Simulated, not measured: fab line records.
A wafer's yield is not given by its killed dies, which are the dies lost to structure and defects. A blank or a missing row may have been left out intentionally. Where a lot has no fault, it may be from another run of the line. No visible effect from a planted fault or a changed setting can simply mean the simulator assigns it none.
Chamber matching	flow nand-harc	4 sister chambers for NHARC_A_WL_FILL_ALD_10 on ald-hk-04
The step deposits SiO2, target thk 50 nm, pulse time 10 s, ald cycles 500. 8 wafers are shown with their chamber, then 9 later ones without.

WAFERS, EACH WITH ITS CHAMBER
wafer	chamber	heater-power-w (W)	precursor-pulse-height-rel
L084.5	0	482	1.013
L083.3	3	442	0.944
L083.6	0	482	0.961
L089.2	1	437	1.013
L089.5	2	424	0.979
L090.1	2	438	1.035
L090.4	3	448	0.991
L090.2	1	422	0.982

WAFERS WITH NO CHAMBER GIVEN
wafer	heater-power-w (W)	precursor-pulse-height-rel
L094.3	433	0.994
L094.4	446	0.990
L094.6	470	1.005
L095.1	432	1.009
L095.2	445	0.987
L095.6	448	1.017
L097.1	449	1.007
L097.3	475	0.996
L097.6	428	1.021

WHICH CHAMBER EACH WENT THROUGH
wafer	from the rows above	in truth
L094.3	can't be placed: 2 or 1 or 3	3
L094.4	can't be placed: 3 or 2 or 1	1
L094.6	can't be placed: 0 or 3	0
L095.1	can't be placed: 2 or 1 or 3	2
L095.2	can't be placed: 3 or 2 or 1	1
L095.6	can't be placed: 3 or 2 or 1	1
L097.1	can't be placed: 3 or 2 or 1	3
L097.3	0	0
L097.6	can't be placed: 2 or 1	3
Placed correctly: 1 of 9. These rows do not allow placing 8 (true chamber among the candidates in 7). 0 placed wrongly.
How it was worked out, from the rows above alone: a wafer's distance from a chamber is the root of the sum, over the readings, of the square of ((its reading less the chamber's mean) divided by the reading's scatter). The wafer belongs to the nearest chamber; if the next one is less than 2 further off, it can't be placed. For every chamber, the mean is computed from those of its wafers that are shown. The scatter: take each reading less its chamber's mean, square it, sum over the shown wafers, divide by the number of wafers less the number of chambers, and take the root.
